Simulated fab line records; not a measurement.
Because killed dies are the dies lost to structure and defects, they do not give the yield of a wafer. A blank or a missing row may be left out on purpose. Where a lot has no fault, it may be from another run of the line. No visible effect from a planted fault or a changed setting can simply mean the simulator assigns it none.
fab line records | flow n5Finfet
record lots=7 wafers=21
route steps=1938 shown WELL_APT@36 FIN_SAQP@130 FIN_CUT@176 DUMMY_GATE@224 SD_EPI_N@288 SD_EPI_P@295 SD_ACTIVATION@330 SDB@353
startH: the number of hours between the record's first day and the start of the first shown wafer of the lot | waitH: how many hours have passed since the lot's step before this one | " identical to the entry in the row above | L1.1+2: one row covering several wafers at once | - no value, or no start was given | * or withheld: withheld | < > ~ a bound
route shown NAME@n: NAME is a module with steps in the file, n the number in the route of the first one | usual: mean/standard deviation taken from wafers without a fault | same: alike in all rows | chamber/n: place in a boat | sites: per-site readings | _std_site: how widely they spread, as a standard deviation | _edge_site: inner sites' mean taken away from outer sites' mean | radiusMm: how far each site lies from the wafer's centre | mask NAME#n: copy n | behind: the tool/chamber that last shaped the wafer | hold: the reason the lot was held/the length of the hold in hours/how it ended | device: names the non-switching transistor (n, p or np) | end of line: the route-end tests of the same wafers | a step given without rows: its recipe and nothing more | killed: dies that structure and defects cost at the first sort, which is not the same as the wafer's yield | map: dies across one wafer; x = killed, . = not, _ = none there
set.NAME: the setting the step ran with; set.NAME@STEP: the setting that earlier step ran with | model.NAME: the simulator's own value behind a step, which no gauge read
lots run with intentionally changed settings; tables by step, rows by wafer
## steps
# step N5_WELL_APT_COAT_19
# recipe spinRpm=1357 resistThkNm=950
# columns lot.wafer tool chamber startH waitH set.spinRpm model.coat_of_WELL_APT_COAT_19.thkNm
L074.1 lithoTrack-02 0 - - 1357 951.8
L074.3 " 0 " " 1357 951.3
L074.5 " 0 " " 1357 952.7
L075.3 lithoTrack-01 0 - - 1357 947.1
L075.4 " 0 " " 1357 951.8
L075.5 " 0 " " 1357 948.5
L079.2 lithoTrack-04 0 - - 1357 952.2
L079.4 " 0 " " 1357 949.7
L079.6 " 0 " " 1357 951.2
L082.2 lithoTrack-04 0 - - 1357 956.2
L082.5 " 0 " " 1438 926.2
L082.6 " 0 " " 1438 925
L086.2 lithoTrack-01 0 - - 1357 947.6
L086.4 " 0 " " 1454 919.4
L086.6 " 0 " " 1357 951
L091.1 lithoTrack-02 0 - - 1216 999.8
L091.3 " 0 " " 1216 997.7
L091.4 " 0 " " 1357 945.6
L092.2 lithoTrack-04 0 - - 1357 949
L092.3 " 0 " " 1357 950.2
L092.6 " 0 " " 1449 919.1
# step N5_WELL_APT_PEB_23
# recipe pebTempC=130 pebTimeS=90
# columns lot.wafer tool chamber startH waitH set.pebTempC
L074.1+3+5 lithoTrack-01 0 15.01 0.1 131.6
L075.3+4+5 lithoTrack-04 0 20.83 0.0 130
L079.2+4 lithoTrack-04 0 44.97 0.0 130
L079.6 " 0 " " 131.2
L082.2+5 lithoTrack-04 0 62.86 0.0 130
L082.6 " 0 " " 128.1
L086.2+4+6 lithoTrack-01 0 86.94 0.0 130
L091.1 lithoTrack-01 0 116.81 0.1 128.2
L091.3+4 " 0 " " 130
L092.2+3 lithoTrack-04 0 122.83 0.0 132.4
L092.6 " 0 " " 130
# step N5_WELL_APT_DEVELOP_24
# recipe developTimeS=45 rinseLiquid=surfactantRinse dry=airSpin devTempC=21
# step N5_WELL_APT_HARDBAKE_29
# recipe tempC=130 timeS=120
# step N5_WELL_APT_CD_MEAS_25
# recipe targetCdNm=200 landingEnergyEv=500 detector=seInlens
# usual cdNm=199.3/2.2
# columns lot.wafer tool chamber startH waitH set.pebTempC@WELL_APT_PEB_23 cdNm
L074.1 cdSem-01 0 15.12 - 131.6 208.2
L074.3 " 0 " " 131.6 208.4
L074.5 " 0 " " 131.6 209.7
L075.3 cdSem-03 0 20.94 - 130 195.7
L075.4 " 0 " " 130 198.0
L075.5 " 0 " " 130 197.2
L079.2 cdSem-03 0 45.09 - 130 200.1
L079.4 " 0 " " 130 197.2
L079.6 " 0 " " 131.2 202.8
L082.2 cdSem-01 0 62.98 - 130 193.4
L082.5 " 0 " " 130 199.1
L082.6 " 0 " " 128.1 184.6
L086.2 cdSem-02 0 87.05 - 130 200.4
L086.4 " 0 " " 130 199.5
L086.6 " 0 " " 130 200.1
L091.1 cdSem-03 0 116.92 - 128.2 186.8
L091.3 " 0 " " 130 196.5
L091.4 " 0 " " 130 200.2
L092.2 cdSem-02 0 122.95 - 132.4 208.3
L092.3 " 0 " " 132.4 208.3
L092.6 " 0 " " 130 202.4
# step N5_WELL_APT_DESCUM_30
# recipe chemistry=O2 timeS=7.9 sourcePowerW=50 biasPowerW=20 pressureMtorr=20 rfFrequencyHz=2.712e+07 tempC=40 o2FlowSccm=225
# columns lot.wafer tool chamber startH waitH set.pebTempC@WELL_APT_PEB_23 model.WELL_APT.cdNm
L074.1 rieDiel-05 1 15.58 0.4 131.6 207.8
L074.3 " 0 " " 131.6 208.2
L074.5 " 2 " " 131.6 209.4
L075.3 rieDiel-06 0 21.36 0.4 130 195.5
L075.4 " 0 " " 130 197.8
L075.5 " 2 " " 130 197.4
L079.2 rieDiel-02 0 45.18 0.0 130 199.8
L079.4 " 2 " " 130 197.3
L079.6 " 0 " " 131.2 202.9
L082.2 rieDiel-06 3 63.06 0.0 130 193.9
L082.5 " 2 " " 130 198.9
L082.6 " 1 " " 128.1 185.2
L086.2 rieDiel-02 2 87.14 0.0 130 200.6
L086.4 " 0 " " 130 199.4
L086.6 " 3 " " 130 200
L091.1 rieDiel-06 1 117.01 0.0 128.2 187
L091.3 " 3 " " 130 196.5
L091.4 " 2 " " 130 200.4
L092.2+3 rieDiel-02 0,2 123.67 0.7 132.4 208.5
L092.6 " 0 " " 130 202.4
# step N5_FIN_SAQP_ETCH_65
# recipe chemistry=CF4 target=SiO2 targetDepthA=40 ionEnergyEv=350 timeS=4.4 pressureMtorr=10 icpW=800 biasW=400 cf4FlowSccm=80
# columns lot.wafer tool chamber startH waitH set.timeS model.etch.depthNm
L074.1 rieSi-02 1 24.84 0.1 4.4 3.902
L074.3 " 0 " " 4.4 4.064
L074.5 " 0 " " 3.859 3.56
L075.3 rieSi-01 1 30.05 0.1 4.4 3.928
L075.4 " 3 " " 4.4 4.032
L075.5 " 3 " " 4.4 4.023
L079.2 rieSi-01 0 54.73 0.1 5.112 4.53
L079.4 " 1 " " 4.4 3.868
L079.6 " 0 " " 5.112 4.503
L082.2 rieSi-04 1 72.88 0.1 3.939 3.41
L082.5 " 0 " " 4.4 3.982
L082.6 " 1 " " 3.939 3.429
L086.2 rieSi-01 0 97.78 0.1 4.4 4.039
L086.4 " 1 " " 4.752 4.263
L086.6 " 1 " " 4.752 4.273
L091.1 rieSi-01 1 126.73 0.1 4.4 3.897
L091.3 " 3 " " 4.871 4.419
L091.4 " 2 " " 4.4 3.851
L092.2 rieSi-02 1 132.95 0.1 3.626 3.218
L092.3 " 2 " " 4.4 3.994
L092.6 " 1 " " 3.626 3.208
# step N5_FIN_CUT_CUT_ETCH_15
# recipe chemistry=HBr/Cl2/O2 target=Si targetDepthA=1000 btTimeS=10 maskMaterial=SOC timeS=42.4 ionEnergyEv=* biasW=* pressureMtorr=10 icpW=800 HBr_flow_sccm=150 Cl2_flow_sccm=80 O2_flow_sccm=12
# columns lot.wafer tool chamber startH waitH set.timeS model.FIN_CUT.featureDepthNm model.etch.depthNm model.SOC_of_FIN_CUT_COAT_18.thkNm
L074.1 rieSi-05 3 27.91 0.1 42.4 98.6 98.62 172.2
L074.3 " 0 " " 33.98 81 80.9 178.2
L074.5 " 2 " " 33.98 79.6 79.52 179.4
L075.3 rieSi-03 3 33.64 0.0 42.4 96.4 96.5 171.2
L075.4 " 3 " " 42.4 96 95.94 172
L075.5 " 2 " " 42.4 99 98.95 171.6
L079.2 rieSi-03 0 58.26 0.1 36.7 85.4 85.32 176.8
L079.4 " 1 " " 42.4 99.2 99.19 171.2
L079.6 " 2 " " 36.7 87.2 87.17 175.6
L082.2 rieSi-06 3 76.04 0.1 47.93 114 114 164.8
L082.5 " 1 " " 47.93 115.6 115.7 164
L082.6 " 2 " " 42.4 101.8 101.8 169
L086.2 rieSi-03 2 101.74 0.1 42.4 100 100.1 171
L086.4 " 3 " " 42.4 97.8 97.81 171.6
L086.6 " 1 " " 36.03 83.2 83.21 177.4
L091.1 rieSi-05 0 129.97 0.1 35.89 85.6 85.56 175.4
L091.3 " 1 " " 35.89 86.2 86.3 174.4
L091.4 " 3 " " 42.4 98.6 98.68 171.4
L092.2 rieSi-05 0 136.03 0.1 42.4 100 99.96 169.6
L092.3 " 2 " " 45.89 106 106 166.8
L092.6 " 3 " " 42.4 99.2 99.13 169.6
# step N5_FIN_CUT_CUT_ETCH_28
# recipe chemistry=HBr/Cl2/O2 target=Si targetDepthA=60 maskMaterial=SOC timeS=2.4 ionEnergyEv=* biasW=* pressureMtorr=10 icpW=800 HBr_flow_sccm=150 Cl2_flow_sccm=80 O2_flow_sccm=12
# columns lot.wafer tool chamber startH waitH set.timeS@FIN_CUT_CUT_ETCH_15 model.SOC_of_FIN_CUT_COAT_18.thkNm
L074.1 rieSi-05 3 27.96 0.0 42.4 170.6
L074.3 " 0 " " 33.98 176.6
L074.5 " 2 " " 33.98 177.6
L075.3 rieSi-03 3 33.70 0.0 42.4 169.6
L075.4 " 3 " " 42.4 170.4
L075.5 " 2 " " 42.4 169.8
L079.2 rieSi-03 0 58.32 0.0 36.7 175
L079.4 " 1 " " 42.4 169.6
L079.6 " 2 " " 36.7 173.8
L082.2 rieSi-06 3 76.09 0.0 47.93 163.2
L082.5 " 1 " " 47.93 162.2
L082.6 " 2 " " 42.4 167.2
L086.2 rieSi-03 2 101.79 0.0 42.4 169.2
L086.4 " 3 " " 42.4 170
L086.6 " 1 " " 36.03 175.8
L091.1 rieSi-05 0 130.02 0.0 35.89 173.8
L091.3 " 1 " " 35.89 172.6
L091.4 " 3 " " 42.4 169.8
L092.2+6 rieSi-05 0,3 136.08 0.0 42.4 167.8
L092.3 " 2 " " 45.89 165
# step N5_DUMMY_GATE_COAT_28
# recipe resist=underlayer tempC=205 timeS=60 spinRpm=1500 resistThkNm=10
# columns lot.wafer tool chamber startH waitH set.spinRpm model.underlayer_of_DUMMY_GATE_COAT_28.thkNm
L074.1+3+5 lithoTrack-04 0 - - 1500 10
L075.3+4+5 lithoTrack-04 0 - - 1500 10
L079.2 lithoTrack-03 0 - - 1558 9.8
L079.4+6 " 0 " " 1500 10
L082.2 lithoTrack-05 0 - - 1500 10
L082.5+6 " 0 " " 1563 9.8
L086.2 lithoTrack-05 0 - - 1345 10.4
L086.4+6 " 0 " " 1500 10
L091.1 lithoTrack-04 0 - - 1404 10.4
L091.3+4 " 0 " " 1500 10
L092.2+3+6 lithoTrack-03 0 - - 1500 10
# step N5_DUMMY_GATE_DESCUM_20
# recipe chemistry=O2 timeS=6.2 sourcePowerW=50 biasPowerW=20 pressureMtorr=20 rfFrequencyHz=2.712e+07 tempC=40 resist=CAR-EUV o2FlowSccm=225
# columns lot.wafer tool chamber startH waitH set.timeS model.CAR-EUV_of_DUMMY_GATE_COAT_09.thkNm
L074.1+3+5 rieDiel-01 1,3,3 45.89 0.0 6.2 26.4
L075.3+4 rieDiel-01 3,2 53.45 0.1 6.2 26.4
L075.5 " 0 " " 6.2 26.6
L079.2 rieDiel-01 1 77.82 0.0 5.344 27
L079.4 " 2 " " 5.344 26.8
L079.6 " 0 " " 6.2 26.4
L082.2 rieDiel-04 1 97.43 0.0 7.258 26
L082.5 " 0 " " 7.258 25.8
L082.6 " 1 " " 6.2 26.6
L086.2 rieDiel-01 2 122.14 0.0 6.2 26.4
L086.4+6 " 1 " " 7.27 26
L091.1+3+4 rieDiel-03 1,3,0 148.05 0.0 6.2 26.6
L092.2+3+6 rieDiel-03 1,0,0 154.09 0.0 6.2 26.4
# step N5_SD_EPI_N_EPI_21
# recipe material=Si:P dopant=P tempC=680 pressureTorr=255 timeS=690
# columns lot.wafer tool chamber startH waitH set.timeS model.Si-P_of_SD_EPI_N_EPI_21.thkNm
L074.1 epiRpcvd-04 0 50.10 0.1 690 59.8
L074.3 " 0 " " 752.9 63
L074.5 " 0 " " 752.9 64.2
L075.3+4 epiRpcvd-01 0 58.66 0.9 690 59.8
L075.5 " 0 " " 690 60
L079.2+6 epiRpcvd-01 0 83.18 0.4 782.4 64.4
L079.4 " 0 " " 690 59.2
L082.2 epiRpcvd-04 0 102.44 0.4 757.3 64.4
L082.5 " 0 " " 690 59.4
L082.6 " 0 " " 757.3 63.2
L086.2 epiRpcvd-02 0 126.84 0.4 741.7 63.2
L086.4 " 0 " " 741.7 64
L086.6 " 0 " " 741.7 63.4
L091.1+3 epiRpcvd-01 0 151.99 0.1 690 59.4
L091.4 " 0 " " 690 59.2
L092.2 epiRpcvd-04 0 158.57 0.4 595.6 52.8
L092.3 " 0 " " 595.6 53.4
L092.6 " 0 " " 690 58.4
# step N5_SD_EPI_N_EPI_MEAS_23
# recipe mode=xrd
# usual thkNm=59.1/1.1
# columns lot.wafer tool chamber startH waitH set.timeS@SD_EPI_N_EPI_21 thkNm
L074.1 filmMetro-01 - 51.81 1.4 690 60.0
L074.3 " - " " 752.9 63.7
L074.5 " - " " 752.9 65.0
L075.3 filmMetro-02 - 60.19 1.2 690 60.7
L075.4 " - " " 690 58.2
L075.5 " - " " 690 59.8
L079.2 filmMetro-02 - 84.63 1.2 782.4 65.0
L079.4 " - " " 690 58.9
L079.6 " - " " 782.4 64.8
L082.2 filmMetro-01 - 103.88 1.2 757.3 65.0
L082.5 " - " " 690 59.3
L082.6 " - " " 757.3 63.3
L086.2 filmMetro-02 - 128.28 1.2 741.7 63.7
L086.4 " - " " 741.7 62.1
L086.6 " - " " 741.7 64.2
L091.1 filmMetro-01 - 153.71 1.4 690 60.2
L091.3 " - " " 690 59.5
L091.4 " - " " 690 58.9
L092.2 filmMetro-01 - 160.00 1.2 595.6 51.3
L092.3 " - " " 595.6 52.2
L092.6 " - " " 690 58.3
# step N5_SD_EPI_P_COAT_34
# recipe resist=SOC tempC=250 timeS=60 spinRpm=1500 resistThkNm=350
# columns lot.wafer tool chamber startH waitH set.spinRpm model.SOC_of_SD_EPI_P_COAT_34.thkNm
L074.1 lithoTrack-03 0 52.51 0.0 1500 350.4
L074.3 " 0 " " 1500 350.2
L074.5 " 0 " " 1500 351.6
L075.3 lithoTrack-03 0 61.44 0.0 1500 349.8
L075.4 " 0 " " 1500 351.2
L075.5 " 0 " " 1500 350.2
L079.2 lithoTrack-05 0 85.22 0.0 1500 349.4
L079.4 " 0 " " 1500 349.6
L079.6 " 0 " " 1396 362.4
L082.2 lithoTrack-05 0 104.47 0.0 1500 350.2
L082.5 " 0 " " 1500 350
L082.6 " 0 " " 1500 349.2
L086.2 lithoTrack-02 0 128.87 0.0 1597 338.2
L086.4 " 0 " " 1500 346.8
L086.6 " 0 " " 1597 336.8
L091.1 lithoTrack-05 0 154.57 0.0 1500 350.4
L091.3 " 0 " " 1500 351.4
L091.4 " 0 " " 1500 351.6
L092.2 lithoTrack-03 0 160.67 0.0 1500 349.2
L092.3 " 0 " " 1500 348.8
L092.6 " 0 " " 1500 349
# step N5_SD_EPI_P_COAT_35
# recipe resist=SiARC tempC=220 timeS=60 spinRpm=1500 resistThkNm=35
# step N5_SD_EPI_P_COAT_03
# recipe resist=CAR-ArF-block spinRpm=1500 resistThkNm=150
# step N5_SD_EPI_P_EPI_21
# recipe material=SiGe:B dopant=B tempC=550 pressureTorr=20 ambient=H2 timeS=355
# step N5_SD_EPI_P_HM_STRIP_48
# recipe chemistry=H3PO4 tempC=160 material=SiNx target=SiNx targetDepthA=30 overetchFraction=0.3
# columns lot.wafer tool chamber startH waitH set.timeS@SD_EPI_N_EPI_21 model.Si-P_of_SD_EPI_N_EPI_21.thkNm
L074.1 wetBench-02 4 56.72 0.0 690 59
L074.3 " 0 " " 752.9 62.4
L074.5 " 1 " " 752.9 63.6
L075.3+4 wetBench-01 3,7 66.32 0.0 690 59.2
L075.5 " 6 " " 690 59.4
L079.2 wetBench-01 0 89.25 0.0 782.4 63.8
L079.4 " 5 " " 690 58.4
L079.6 " 4 " " 782.4 63.6
L082.2 wetBench-04 7 109.34 0.0 757.3 63.6
L082.5 " 5 " " 690 58.6
L082.6 " 0 " " 757.3 62.6
L086.2 wetBench-01 5 132.93 0.0 741.7 62.4
L086.4 " 2 " " 741.7 63.2
L086.6 " 6 " " 741.7 62.8
L091.1 wetBench-01 5 158.76 0.0 690 58.8
L091.3 " 2 " " 690 58.6
L091.4 " 1 " " 690 58.4
L092.2 wetBench-04 6 164.59 0.0 595.6 52.2
L092.3 " 4 " " 595.6 52.8
L092.6 " 2 " " 690 57.8
# step N5_SD_EPI_P_SRD_49
# recipe dry=ipaMarangoni timeS=30 tempC=23 rinseLiquid=diw
# step N5_SD_EPI_P_PRECLEAN_24
# recipe chemistry=O3/DIW timeS=45 tempC=22 o3Ppm=10
# step N5_SD_ACTIVATION_RTA_00
# recipe tempC=975 timeS=0 ambient=N2 idleTempC=600 rampUpCPerS=150 rampDownCPerS=60 coolToC=600
# step N5_SD_ACTIVATION_LSA_01
# recipe tempC=1080 timeS=0.0008 ambient=N2
# step N5_SD_ACTIVATION_RS_MEAS_03
# recipe thkMeasGauge=four-point-probe
# usual RS_SD_N=21.90/0.28 RS_SD_P=55.8/0.75
# columns lot.wafer tool chamber startH waitH set.timeS@SD_EPI_N_EPI_21 RS_SD_N[ohm/sq] RS_SD_P[ohm/sq]
L074.1 filmMetro-01 - 57.31 0.2 690 21.68 56.9
L074.3 " - " " 752.9 20.53 56.3
L074.5 " - " " 752.9 20.06 55.6
L075.3 filmMetro-01 - 66.94 0.2 690 21.34 55.1
L075.4 " - " " 690 21.42 55.4
L075.5 " - " " 690 21.46 54.7
L079.2 filmMetro-02 - 89.95 0.2 782.4 20.17 54.1
L079.4 " - " " 690 21.86 54.7
L079.6 " - " " 782.4 20.39 54.3
L082.2 filmMetro-02 - 109.93 0.2 757.3 20.09 57.3
L082.5 " - " " 690 21.82 57.0
L082.6 " - " " 757.3 20.57 57.2
L086.2 filmMetro-01 - 133.53 0.2 741.7 20.37 55.6
L086.4 " - " " 741.7 20.22 55.7
L086.6 " - " " 741.7 20.27 54.9
L091.1 filmMetro-01 - 159.54 0.2 690 21.98 56.4
L091.3 " - " " 690 21.92 56.5
L091.4 " - " " 690 22.22 55.8
L092.2 filmMetro-01 - 165.24 0.2 595.6 24.47 55.3
L092.3 " - " " 595.6 24.26 55.8
L092.6 " - " " 690 22.24 55.9
# step N5_SDB_EXPOSE_08
# recipe maskId=SDB na=1.35 sourceShape=conventional sigmaOuter=0.5 polarization=unpolarized doseMj=49.6
# columns lot.wafer tool chamber startH waitH mask set.doseMj
L074.1+3+5 arfiScanner-01 0 64.42 - SDB#0 49.6
L075.3+4+5 arfiScanner-02 0 73.86 - SDB#0 49.6
L079.2+4+6 arfiScanner-02 0 97.17 - SDB#0 47.55
L082.2 arfiScanner-01 0 116.82 - SDB#0 46.39
L082.5+6 " 0 " " SDB#0 49.6
L086.2+4 arfiScanner-01 0 140.46 - SDB#0 49.6
L086.6 " 0 " " SDB#0 46.34
L091.1+4 arfiScanner-02 0 166.48 - SDB#0 52.5
L091.3 " 0 " " SDB#0 49.6
L092.2+3 arfiScanner-03 0 172.44 - SDB#0 49.6
L092.6 " 0 " " SDB#0 48.08
# step N5_SDB_PEB_09
# recipe pebTempC=withheld pebTimeS=60 resist=CAR-ArF
# step N5_SDB_DEVELOP_10
# recipe developTimeS=30 developer=TMAH resist=CAR-ArF rinseLiquid=diw dry=airSpin devTempC=23
# step N5_SDB_CD_MEAS_11
# recipe targetCdNm=50 landingEnergyEv=500 detector=seInlens polarity=opening
# usual cdNm=50.5/1.1
# columns lot.wafer tool chamber startH waitH set.doseMj@SDB_EXPOSE_08 cdNm
L074.1 cdSem-03 0 64.54 - 49.6 49.3
L074.3 " 0 " " 49.6 49.6
L074.5 " 0 " " 49.6 50.5
L075.3 cdSem-03 0 73.98 - 49.6 49.9
L075.4 " 0 " " 49.6 51.0
L075.5 " 0 " " 49.6 48.7
L079.2 cdSem-02 0 97.29 - 47.55 45.0
L079.4 " 0 " " 47.55 46.1
L079.6 " 0 " " 47.55 47.6
L082.2 cdSem-02 0 116.94 - 46.39 40.7
L082.5 " 0 " " 49.6 49.9
L082.6 " 0 " " 49.6 49.9
L086.2 cdSem-02 0 140.58 - 49.6 52.1
L086.4 " 0 " " 49.6 50.9
L086.6 " 0 " " 46.34 45.2
L091.1 cdSem-03 0 166.60 - 52.5 56.3
L091.3 " 0 " " 49.6 50.2
L091.4 " 0 " " 52.5 56.7
L092.2 cdSem-03 0 172.56 - 49.6 50.5
L092.3 " 0 " " 49.6 51.5
L092.6 " 0 " " 48.08 46.8
## key
split step=N5_WELL_APT_COAT_19 setting=spinRpm stated=1357 by=wafer
response step=N5_WELL_APT_COAT_19 reading=model.coat_of_WELL_APT_COAT_19.thkNm change=-4.8 per=1% r=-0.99
split step=N5_WELL_APT_PEB_23 setting=pebTempC stated=130 by=wafer
response step=N5_WELL_APT_CD_MEAS_25 reading=cdNm change=+5.75 per=1% r=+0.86
response step=N5_WELL_APT_DESCUM_30 reading=model.WELL_APT.cdNm change=+5.71 per=1% r=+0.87
split step=N5_FIN_SAQP_ETCH_65 setting=timeS stated=4.4 by=wafer
response step=N5_FIN_SAQP_ETCH_65 reading=model.etch.depthNm change=+0.0425 per=1% r=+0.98
split step=N5_FIN_CUT_CUT_ETCH_15 setting=timeS stated=42.4 by=wafer
response step=N5_FIN_CUT_CUT_ETCH_15 reading=model.FIN_CUT.featureDepthNm change=+0.934 per=1% r=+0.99
response step=N5_FIN_CUT_CUT_ETCH_15 reading=model.etch.depthNm change=+0.937 per=1% r=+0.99
response step=N5_FIN_CUT_CUT_ETCH_15 reading=model.SOC_of_FIN_CUT_COAT_18.thkNm change=-0.335 per=1% r=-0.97
response step=N5_FIN_CUT_CUT_ETCH_28 reading=model.SOC_of_FIN_CUT_COAT_18.thkNm change=-0.33 per=1% r=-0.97
split step=N5_DUMMY_GATE_COAT_28 setting=spinRpm stated=1500 by=wafer
response step=N5_DUMMY_GATE_COAT_28 reading=model.underlayer_of_DUMMY_GATE_COAT_28.thkNm change=-0.0461 per=1% r=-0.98
split step=N5_DUMMY_GATE_DESCUM_20 setting=timeS stated=6.2 by=wafer
response step=N5_DUMMY_GATE_DESCUM_20 reading=model.CAR-EUV_of_DUMMY_GATE_COAT_09.thkNm change=-0.033 per=1% r=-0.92
split step=N5_SD_EPI_N_EPI_21 setting=timeS stated=690 by=wafer
response step=N5_SD_EPI_N_EPI_21 reading=model.Si-P_of_SD_EPI_N_EPI_21.thkNm change=+0.403 per=1% r=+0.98
response step=N5_SD_EPI_N_EPI_MEAS_23 reading=thkNm change=* per=1% r=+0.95
response step=N5_SD_EPI_P_HM_STRIP_48 reading=model.Si-P_of_SD_EPI_N_EPI_21.thkNm change=+0.411 per=1% r=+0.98
response step=N5_SD_ACTIVATION_RS_MEAS_03 reading=RS_SD_N change=-0.142 per=1% r=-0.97
split step=N5_SD_EPI_P_COAT_34 setting=spinRpm stated=1500 by=wafer
response step=N5_SD_EPI_P_COAT_34 reading=model.SOC_of_SD_EPI_P_COAT_34.thkNm change=-1.66 per=1% r=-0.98
split step=N5_SDB_EXPOSE_08 setting=doseMj stated=49.6 by=wafer
response step=N5_SDB_CD_MEAS_11 reading=cdNm change=+1.17 per=1% r=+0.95
